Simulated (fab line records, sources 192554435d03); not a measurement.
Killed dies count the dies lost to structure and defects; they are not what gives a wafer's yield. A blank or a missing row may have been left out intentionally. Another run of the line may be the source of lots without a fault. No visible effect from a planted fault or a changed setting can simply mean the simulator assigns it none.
The tool behind it: which one? :: flow n5_finfet :: 9 lots with 27 wafers sampled at 4 steps, on a route of 1938 steps

## WHAT THE GAUGES SHOWED, per wafer
N5_MOL_CONTACT_COAG_OVL_MEAS_41.
lot: L423
measured: day 5 10:02
on: overlay-02
VD_OVL (nm): -1.2 -0.5 -0.3

lot: L424
measured: day 5 13:52
on: overlay-01
VD_OVL (nm): 0.0 -0.3 -0.1

lot: L429
measured: day 7 00:07
on: overlay-02
VD_OVL (nm): -0.1 -0.8 -0.6

lot: L432
measured: day 7 18:13
on: overlay-01
VD_OVL (nm): 0.0 0.3 0.0

lot: L438
measured: day 9 06:17
on: overlay-01
VD_OVL (nm): 6.7 5.7 6.0

lot: L440
measured: day 9 15:13
on: overlay-02
VD_OVL (nm): 4.9 5.6 5.7

lot: L442
measured: day 10 03:43
on: overlay-02
VD_OVL (nm): 0.1 -0.3 -0.5

lot: L443
measured: day 10 07:31
on: overlay-01
VD_OVL (nm): -1.2 -0.8 -0.7

lot: L445
measured: day 11 02:38
on: overlay-02
VD_OVL (nm): -1.1 -0.5 -1.0

## TOOL THAT RAN EACH LOT (tool first, then ch and the chambers of the sampled wafers, then the start)
lot: L423
N5_MOL_CONTACT_COAG_ETCHBACK_135: rie_diel-03 ch 0,1, day 5 09:11
N5_MOL_CONTACT_COAG_STRIP_96: rie_diel-03 ch 0,1, day 5 09:17
N5_MOL_CONTACT_COAG_EXPOSE_37: euv_scanner-01 ch 0, day 5 09:52

lot: L424
N5_MOL_CONTACT_COAG_ETCHBACK_135: rie_diel-01 ch 1,2,3, day 5 13:01
N5_MOL_CONTACT_COAG_STRIP_96: rie_diel-01 ch 1,2,3, day 5 13:07
N5_MOL_CONTACT_COAG_EXPOSE_37: euv_scanner-02 ch 0, day 5 13:41

lot: L429
N5_MOL_CONTACT_COAG_ETCHBACK_135: rie_diel-01 ch 0,1,3, day 6 23:23
N5_MOL_CONTACT_COAG_STRIP_96: rie_diel-01 ch 0,1,3, day 6 23:29
N5_MOL_CONTACT_COAG_EXPOSE_37: euv_scanner-01 ch 0, day 6 23:56

lot: L432
N5_MOL_CONTACT_COAG_ETCHBACK_135: rie_diel-04 ch 0,2,3, day 7 17:23
N5_MOL_CONTACT_COAG_STRIP_96: rie_diel-04 ch 0,2,3, day 7 17:29
N5_MOL_CONTACT_COAG_EXPOSE_37: euv_scanner-02 ch 0, day 7 18:02

lot: L438
N5_MOL_CONTACT_COAG_ETCHBACK_135: rie_diel-01 ch 0,1,3, day 9 05:26
N5_MOL_CONTACT_COAG_STRIP_96: rie_diel-01 ch 0,1,3, day 9 05:32
N5_MOL_CONTACT_COAG_EXPOSE_37: euv_scanner-02 ch 0, day 9 06:07

lot: L440
N5_MOL_CONTACT_COAG_ETCHBACK_135: rie_diel-03 ch 0,1,3, day 9 14:30
N5_MOL_CONTACT_COAG_STRIP_96: rie_diel-03 ch 0,1,3, day 9 14:36
N5_MOL_CONTACT_COAG_EXPOSE_37: euv_scanner-02 ch 0, day 9 15:02

lot: L442
N5_MOL_CONTACT_COAG_ETCHBACK_135: rie_diel-03 ch 0,1,3, day 10 03:00
N5_MOL_CONTACT_COAG_STRIP_96: rie_diel-03 ch 0,1,3, day 10 03:06
N5_MOL_CONTACT_COAG_EXPOSE_37: euv_scanner-01 ch 0, day 10 03:32

lot: L443
N5_MOL_CONTACT_COAG_ETCHBACK_135: rie_diel-01 ch 0,1,2, day 10 06:47
N5_MOL_CONTACT_COAG_STRIP_96: rie_diel-01 ch 0,1,2, day 10 06:53
N5_MOL_CONTACT_COAG_EXPOSE_37: euv_scanner-01 ch 0, day 10 07:21

lot: L445
N5_MOL_CONTACT_COAG_ETCHBACK_135: rie_diel-01 ch 0,1,3, day 11 01:47
N5_MOL_CONTACT_COAG_STRIP_96: rie_diel-01 ch 0,1,3, day 11 01:53
N5_MOL_CONTACT_COAG_EXPOSE_37: euv_scanner-01 ch 0, day 11 02:27
- N5_MOL_CONTACT_COAG_ETCHBACK_135: etches SiO2 in CHF3, target depth 25 nm, time 16.7 s.
- N5_MOL_CONTACT_COAG_STRIP_96: strips in N2/H2.
- N5_MOL_CONTACT_COAG_EXPOSE_37: exposes mask VD, defocus 0 nm.

## THE ANSWER, worked out from the rows above alone
Rule: the usual values come from the lots themselves. The widest of any qualifying gaps counts: lots, ordered by their means at a reading, are off when they make up no more than a third of the lots, leave a main group of 4 or more, and stand apart from it by 3 or more times the standard deviation of that group's means. A main group whose means are all the same, to the digits that the tables above print for the reading, isn't used. Also off: a lot with no number at a reading for which 4 or more lots have one. The other lots that the step has rows for count as sound.
Off: L438, L440, seen at N5_MOL_CONTACT_COAG_OVL_MEAS_41 (VD_OVL). The main group: mean -0.5 nm, standard deviation 0.35.
If a tool, at a process step before that reading, ran all the lots that are off and no sound lot after the first of them, it fits. Gauges at N5_MOL_CONTACT_COAG_OVL_MEAS_41: tried the same way as those tools. One fits: N5_MOL_CONTACT_COAG_EXPOSE_37 on euv_scanner-02. Its last sound lot is L432 (day 7 18:02), its first lot that is off L438 (day 9 06:07): a fault that began between those two fits.

## WHAT THE SIMULATOR HAD INSERTED
Scanner matching overlay: euv_scanner-02, from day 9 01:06 on, at N5_MOL_CONTACT_COAG_EXPOSE_37. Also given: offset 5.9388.
Lots struck among those shown: L438, L440. Same finding as the rule above.
